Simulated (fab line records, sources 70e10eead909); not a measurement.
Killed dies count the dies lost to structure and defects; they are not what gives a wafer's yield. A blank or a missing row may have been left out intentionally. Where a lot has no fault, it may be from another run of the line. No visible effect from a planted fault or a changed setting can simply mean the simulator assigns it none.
Which tool is to blame? :: flow nand harc :: route of 1302 steps, sampled at 1 step: 7 lots, 21 wafers

WHAT THE GAUGES SHOWED, per wafer
NHARC_A_CHANNEL_HOLE_D1_INSPECT_40.
lot: L748
measured: day 9 11:09
on: defect inspect-01
raw defect count: 41 65 73

lot: L751
measured: day 10 09:09
on: defect inspect-01
raw defect count: 94 100 82

lot: L754
measured: day 11 21:23
on: defect inspect-02
raw defect count: 54 37 41

lot: L756
measured: day 12 19:33
on: defect inspect-01
raw defect count: 90 76 92

lot: L759
measured: day 14 01:03
on: defect inspect-01
raw defect count: 96 98 107

lot: L762
measured: day 14 21:33
on: defect inspect-02
raw defect count: 37 29 43

lot: L765
measured: day 16 03:41
on: defect inspect-01
raw defect count: 57 60 50

WHICH TOOL RAN EACH LOT (tool, then ch and the chambers of the sampled wafers, then the start)
The record holds no process step before these readings.

THE ANSWER, worked out from the rows above alone
Rule: usual is defined by the lots themselves. Put in order of their means at a reading, lots are off if they are a third of the lots or fewer, leave a main group of 4 or more, and stand apart from it by a gap of 3 or more times the standard deviation of the main group's means; of several such gaps the widest counts. A main group is skipped when, at the precision printed for the reading in the tables above, its means are all equal. Also off: a lot with no number at a reading for which 4 or more lots have one. Any other lot the step has rows for is counted as sound.
Nothing can be told from this: no lot is off at any reading shown.

WHAT THE SIMULATOR PUT IN
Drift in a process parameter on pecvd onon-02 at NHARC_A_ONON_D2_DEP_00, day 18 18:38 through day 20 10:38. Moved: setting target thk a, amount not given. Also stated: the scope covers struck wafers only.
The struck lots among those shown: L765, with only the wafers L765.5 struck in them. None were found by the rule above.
